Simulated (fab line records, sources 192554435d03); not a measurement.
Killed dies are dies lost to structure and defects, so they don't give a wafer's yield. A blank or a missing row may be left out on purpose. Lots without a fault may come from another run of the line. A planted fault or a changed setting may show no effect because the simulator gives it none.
Which tool did it? | flow n5_finfet | 9 lots, 26 wafers sampled, at 6 steps of a route of 1938

WHAT THE GAUGES READ, wafer by wafer
N5_BEOL_M3_OVL_MEAS_12. Usual: M3_OVL -0.3 nm, standard deviation 0.77.
lot  | measured     | on         | M3_OVL (nm)    | flag
L246 | day 7 06:35  | overlay-01 | 0.2 0.8 -1.4   |
L250 | day 8 00:27  | overlay-02 | -0.3 -0.8 0.1  |
L252 | day 8 11:56  | overlay-01 | -0.7 -1.8 -0.5 |
L255 | day 9 04:24  | overlay-01 | -1.3 0.1 -0.3  |
L257 | day 9 22:58  | overlay-01 | -0.6 -2.2 -0.1 |
L258 | day 10 02:32 | overlay-01 | -0.3 -0.9 -0.2 |
L259 | day 10 06:41 | overlay-02 | -0.3 0.0 -0.6  |
L260 | day 10 21:22 | overlay-01 | 0.3 -0.7 -0.8  |
L262 | day 11 14:12 | overlay-02 | -1.2 -0.2      |

N5_BEOL_M3_CD_MEAS_18: pitch 36 nm, target cd 18 nm. Usual: cd_nm 18.0 nm, standard deviation 0.33.
lot  | measured     | on        | cd_nm (nm)     | flag
L246 | day 7 07:37  | cd_sem-01 | 18.3 18.1 17.6 |
L250 | day 8 01:13  | cd_sem-02 | 18.3 17.6 18.2 |
L252 | day 8 12:55  | cd_sem-02 | 17.6 17.7 17.4 |
L255 | day 9 05:23  | cd_sem-02 | 17.5 18.1 18.3 |
L257 | day 9 23:32  | cd_sem-03 | 17.6 17.7 17.9 |
L258 | day 10 03:09 | cd_sem-01 | 18.1 18.1 18.4 |
L259 | day 10 07:17 | cd_sem-01 | 18.5 18.5 18.7 |
L260 | day 10 21:53 | cd_sem-02 | 18.5 18.0 18.1 |
L262 | day 11 15:08 | cd_sem-01 | 19.2 17.9      |

N5_BEOL_M4_RC_MEAS_101. Usual: DIBL_N 36.4 mV/V, standard deviation 1.4; DIBL_P 36.3 mV/V, standard deviation 1.5; IOFF_N 0.162 nA/um, standard deviation 0.023; IOFF_P 0.211 nA/um, standard deviation 0.027; ION_N 676 uA/um, standard deviation 9.7; ION_P 463 uA/um, standard deviation 6.4; SS_N 71.5 mV/dec, standard deviation 0.5; SS_P 73.3 mV/dec, standard deviation 0.6; VT_N 249.3 mV, standard deviation 2.5; VT_P -249.9 mV, standard deviation 2.8.
lot  | measured     | on        | DIBL_N (mV/V)  | DIBL_P (mV/V)  | IOFF_N (nA/um)    | IOFF_P (nA/um)    | ION_N (uA/um) | ION_P (uA/um) | SS_N (mV/dec)  | SS_P (mV/dec)  | VT_N (mV)         | VT_P (mV)            | flag
L246 | day 8 03:00  | prober-02 | 38.5 37.3 37.8 | 37.2 36.1 36.4 | 0.193 0.166 0.186 | 0.238 0.221 0.228 | 675 675 676   | 461 467 459   | 72.4 71.7 72.4 | 73.6 73.4 74.0 | 249.0 249.5 248.0 | -247.1 -250.3 -248.3 |
L250 | day 8 16:02  | prober-01 | 35.9 39.0 37.4 | 37.0 40.1 38.5 | 0.152 0.200 0.177 | 0.193 0.232 0.216 | 684 688 687   | 469 461 460   | 71.6 72.1 71.7 | 73.0 74.7 73.4 | 251.4 246.1 248.7 | -254.5 -250.3 -253.0 |
L252 | day 9 05:01  | prober-02 | 35.4 36.2 33.2 | 36.3 37.1 33.3 | 0.174 0.183 0.131 | 0.253 0.274 0.208 | 677 678 675   | 470 472 471   | 71.4 71.1 71.1 | 73.0 73.0 72.1 | 247.8 246.7 250.9 | -245.6 -242.0 -245.3 |
L255 | day 10 10:47 | prober-02 | 35.5 34.9 36.8 | 36.8 34.7 38.0 | 0.164 0.145 0.188 | 0.225 0.190 0.240 | 658 661 677   | 457 456 466   | 71.6 71.4 72.1 | 72.9 72.5 72.9 | 248.2 249.2 245.8 | -250.1 -251.2 -249.5 |
L257 | day 10 20:30 | prober-01 | 35.7 36.9 37.6 | 34.9 36.0 35.8 | 0.142 0.154 0.162 | 0.204 0.207 0.207 | 672 660 661   | 468 459 452   | 71.3 71.2 72.1 | 72.5 73.3 72.9 | 249.4 246.6 251.6 | -246.3 -248.5 -247.9 |
L258 | day 10 21:04 | prober-02 | 37.0 37.2 37.8 | 36.7 38.1 37.9 | 0.177 0.190 0.192 | 0.185 0.202 0.205 | 682 687 686   | 456 458 459   | 71.9 71.6 71.6 | 73.0 74.1 73.4 | 247.8 247.5 244.2 | -255.2 -252.1 -253.5 |
L259 | day 11 01:06 | prober-02 | 38.3 36.5 37.7 | 37.4 35.2 36.0 | 0.166 0.143 0.160 | 0.247 0.202 0.222 | 669 679 670   | 462 467 455   | 71.2 71.3 71.3 | 73.4 73.2 72.9 | 248.3 247.4 249.1 | -245.2 -248.1 -247.1 |
L260 | day 11 18:20 | prober-01 | 34.3 34.6 35.2 | 35.4 35.9 36.9 | 0.136 0.147 0.150 | 0.184 0.193 0.198 | 668 677 685   | 454 472 471   | 71.1 70.8 72.1 | 73.6 74.0 73.9 | 251.5 252.0 250.6 | -252.0 -252.7 -252.0 |
L262 | day 12 07:55 | prober-02 | 38.6 36.7      | 38.0 36.1      | 0.176 0.150       | 0.249 0.213       | 680 676       | 474 467       | 71.5 72.1      | 73.5 72.8      | 247.9 248.3       | -247.0 -247.7        |

WHICH TOOL RAN EACH LOT (tool, then ch and the chambers of the sampled wafers, then the start)
lot  | N5_BEOL_M3_DESCUM_16               | N5_BEOL_M3_STRIP_66                | N5_BEOL_M3_HM_OPEN_17
L246 | rie_diel-05 ch 0,2, day 7 07:11    | rie_diel-05 ch 0,2, day 7 07:23    | rie_metal-01 ch 0, day 7 07:26
L250 | rie_diel-05 ch 1,2,3, day 8 00:44  | rie_diel-05 ch 1,2,3, day 8 00:56  | rie_metal-01 ch 0,1, day 8 00:59
L252 | rie_diel-01 ch 0,2, day 8 12:27    | rie_diel-01 ch 0,2, day 8 12:40    | rie_metal-03 ch 0,1, day 8 12:42
L255 | rie_diel-01 ch 1,2,3, day 9 04:46  | rie_diel-01 ch 1,2,3, day 9 04:59  | rie_metal-03 ch 0,1, day 9 05:02
L257 | rie_diel-05 ch 0,1,2, day 9 23:04  | rie_diel-05 ch 0,1,2, day 9 23:16  | rie_metal-02 ch 0,1, day 9 23:19
L258 | rie_diel-03 ch 0,1, day 10 02:38   | rie_diel-03 ch 0,1, day 10 02:50   | rie_metal-03 ch 1, day 10 02:54
L259 | rie_diel-03 ch 0,2, day 10 06:51   | rie_diel-03 ch 0,2, day 10 07:04   | rie_metal-01 ch 0,1, day 10 07:06
L260 | rie_diel-01 ch 0,1,3, day 10 21:27 | rie_diel-01 ch 0,1,3, day 10 21:39 | rie_metal-03 ch 0,1, day 10 21:42
L262 | rie_diel-03 ch 1, day 11 14:43     | rie_diel-03 ch 1, day 11 14:55     | rie_metal-03 ch 0,1, day 11 14:58
- N5_BEOL_M3_DESCUM_16: chemistry O2, time 7 s.
- N5_BEOL_M3_STRIP_66: strips in CF4.
- N5_BEOL_M3_HM_OPEN_17: chemistry Cl2/BCl3, target TiN, target depth 20 nm, overetch 6 nm.

WHAT THE TOOLS THEMSELVES READ (means of the sampled wafers that have a number; where no wafer has one, the mark that the record gives instead)
N5_BEOL_M3_DESCUM_16. Usual: drypump_motor_current_A 5.8 A, standard deviation 0.4; oes_product_au 0.80 a.u., standard deviation 0.07; rf_vpp_V 243.4 V, standard deviation 1.2; showerhead_plenum_p_Torr 2.10 Torr, standard deviation 0.055; throttle_valve_pct 20.36 %, standard deviation 0.26.
lot  | tool        | drypump_motor_current_A (A) | oes_product_au (a.u.) | rf_vpp_V (V) | showerhead_plenum_p_Torr (Torr) | throttle_valve_pct (%) | flag
L246 | rie_diel-05 | 5.5                         | 0.78                  | 243.3        | 2.10                            | 20.50                  |
L250 | rie_diel-05 | 5.6                         | 0.81                  | 243.5        | 2.12                            | 20.50                  |
L252 | rie_diel-01 | 5.7                         | 0.83                  | 242.6        | 2.06                            | 20.23                  |
L255 | rie_diel-01 | 5.6                         | 0.89                  | 243.6        | 2.10                            | 20.20                  |
L257 | rie_diel-05 | 5.6                         | 0.79                  | 242.9        | 2.11                            | 20.50                  |
L258 | rie_diel-03 | 6.2                         | 0.75                  | 243.7        | 2.12                            | 20.33                  |
L259 | rie_diel-03 | 5.7                         | 0.75                  | 243.1        | 2.06                            | 20.30                  |
L260 | rie_diel-01 | 5.5                         | 0.85                  | 243.7        | 2.12                            | 20.33                  |
L262 | rie_diel-03 | 6.1                         | 0.72                  | 244.3        | 2.18                            | 20.43                  |

N5_BEOL_M3_STRIP_66. Usual: cf4_flow_sccm 150.0 sccm, standard deviation 0.45; drypump_motor_current_A 5.8 A, standard deviation 0.39; oes_product_au 0.79 a.u., standard deviation 0.065; rf_vpp_V 271.3 V, standard deviation 1.3; showerhead_plenum_p_Torr 1.80 Torr, standard deviation 0.041; throttle_valve_pct 13.50 %, standard deviation 0.25.
lot  | tool        | cf4_flow_sccm (sccm) | drypump_motor_current_A (A) | oes_product_au (a.u.) | rf_vpp_V (V) | showerhead_plenum_p_Torr (Torr) | throttle_valve_pct (%) | flag
L246 | rie_diel-05 | 149.9                | 5.5                         | 0.77                  | 271.1        | 1.79                            | 13.62                  |
L250 | rie_diel-05 | 149.4                | 5.5                         | 0.81                  | 272.1        | 1.82                            | 13.62                  |
L252 | rie_diel-01 | 150.4                | 5.7                         | 0.81                  | 271.3        | 1.77                            | 13.39                  |
L255 | rie_diel-01 | 150.0                | 5.6                         | 0.88                  | 271.5        | 1.80                            | 13.32                  |
L257 | rie_diel-05 | 149.7                | 5.6                         | 0.78                  | 271.6        | 1.80                            | 13.61                  |
L258 | rie_diel-03 | 149.9                | 6.2                         | 0.75                  | 272.8        | 1.82                            | 13.52                  |
L259 | rie_diel-03 | 149.6                | 5.7                         | 0.74                  | 270.3        | 1.78                            | 13.53                  |
L260 | rie_diel-01 | 149.9                | 5.5                         | 0.83                  | 272.2        | 1.81                            | 13.42                  |
L262 | rie_diel-03 | 150.4                | 6.1                         | 0.72                  | 272.2        | 1.86                            | 13.61                  |

N5_BEOL_M3_HM_OPEN_17. Usual: drypump_motor_current_A 5.99 A, standard deviation 0.23; oes_product_au 0.65 a.u., standard deviation 0.1; throttle_valve_pct 22.26 %, standard deviation 0.22.
lot  | tool         | drypump_motor_current_A (A) | oes_product_au (a.u.) | throttle_valve_pct (%) | flag
L246 | rie_metal-01 | 6.39                        | 0.67                  | 22.20                  |
L250 | rie_metal-01 | 6.17                        | 0.63                  | 22.17                  |
L252 | rie_metal-03 | 6.02                        | 0.65                  | 22.24                  |
L255 | rie_metal-03 | 5.99                        | 0.64                  | 22.24                  |
L257 | rie_metal-02 | 6.01                        | 0.56                  | 22.49                  |
L258 | rie_metal-03 | 6.12                        | 0.70                  | 22.02                  |
L259 | rie_metal-01 | 5.95                        | 0.58                  | 22.17                  |
L260 | rie_metal-03 | 5.89                        | 0.80                  | 22.25                  |
L262 | rie_metal-03 | 5.95                        | 0.76                  | 22.20                  |

THE ANSWER, worked out from the rows above alone
Rule: a lot is off if the mean of its wafers that have a number lies more than 3 standard deviations from the usual mean. A lot without any number at a reading at which 4 lots or more have one is off too. The other lots that the step has rows for count as sound. The gauges are gone through in route order, then the tools' own readings, and for those a lot's mean is taken as printed above. The first step at which some lot is off is used, and at that step the reading that is off furthest; a lot without a number counts as furthest.
No lot is off at any reading shown: from this, nothing can be told.

WHAT THE SIMULATOR HAD PUT IN
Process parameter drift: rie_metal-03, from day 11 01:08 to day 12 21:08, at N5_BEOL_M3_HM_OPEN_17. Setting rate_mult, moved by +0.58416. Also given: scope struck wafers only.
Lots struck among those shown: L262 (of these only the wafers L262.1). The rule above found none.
